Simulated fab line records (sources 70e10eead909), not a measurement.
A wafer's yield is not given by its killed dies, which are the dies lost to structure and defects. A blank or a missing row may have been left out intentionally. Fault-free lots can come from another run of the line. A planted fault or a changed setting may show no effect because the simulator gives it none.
Chamber matching | flow nandHarc | NHARC_A_STAIRCASE_DEP_156 on pecvd-04: 3 sister chambers
The step deposits SiNx, target thk 50 nm. 16 wafers are shown with their chamber, then 8 later ones without.

== EACH WAFER AND ITS CHAMBER ==
wafer  | chamber | heaterPowerW (W) | rfFwdPowerW (W)
L075.1 | 1       | 922              | 448.2
L075.2 | 0       | 726              | 446.1
L075.5 | 0       | 739              | 447.1
L081.2 | 2       | 569              | 447.8
L081.3 | 1       | 949              | 447.2
L081.6 | 2       | 567              | 449.3
L080.3 | 2       | 594              | 447.0
L080.4 | 2       | 588              | 447.3
L080.6 | 0       | 704              | 447.9
L088.1 | 1       | 866              | 448.1
L088.3 | 2       | 559              | 450.0
L088.4 | 1       | 889              | 447.5
L091.3 | 0       | 780              | 448.0
L091.5 | 1       | 960              | 450.7
L091.6 | 0       | 794              | 446.6
L093.1 | 0       | 754              | 447.3

SIGNATURES (averages over the wafers above)
reading      | chamber 0 | chamber 1 | chamber 2 | scatter within a chamber
heaterPowerW | 749.50    | 917.20    | 575.40    | 31.4
rfFwdPowerW  | 447.167   | 448.340   | 448.280   | 1.15
Rule: for a wafer and a chamber, the distance is found by dividing, reading by reading, the gap between the wafer's reading and the chamber's mean by the reading's scatter, squaring, summing and taking the root. If the next closest chamber is less than 2 further off than the closest, the wafer can't be placed; otherwise it belongs to the closest. The scatter: the root of (the sum of the squares of (reading less its chamber's mean) over the shown wafers, divided by (wafers less chambers)).

== WAFERS WHOSE CHAMBER IS MISSING ==
wafer  | heaterPowerW (W) | rfFwdPowerW (W)
L093.4 | 762              | 448.5
L093.6 | 510              | 448.5
L092.1 | 776              | 445.5
L092.2 | 543              | 445.4
L092.5 | 788              | 445.5
L096.2 | 541              | 448.7
L096.3 | 711              | 446.9
L096.4 | 532              | 448.8

== CHAMBER TAKEN BY EACH ==
wafer  | from the rows above | in truth
L093.4 | 0                   | 0
L093.6 | 2                   | 2
L092.1 | 0                   | 0
L092.2 | 2                   | 2
L092.5 | 0                   | 0
L096.2 | 2                   | 2
L096.3 | 0                   | 0
L096.4 | 2                   | 2
Placed correctly: 8 of 8. Not placeable from these rows: 0. 0 placed wrongly.
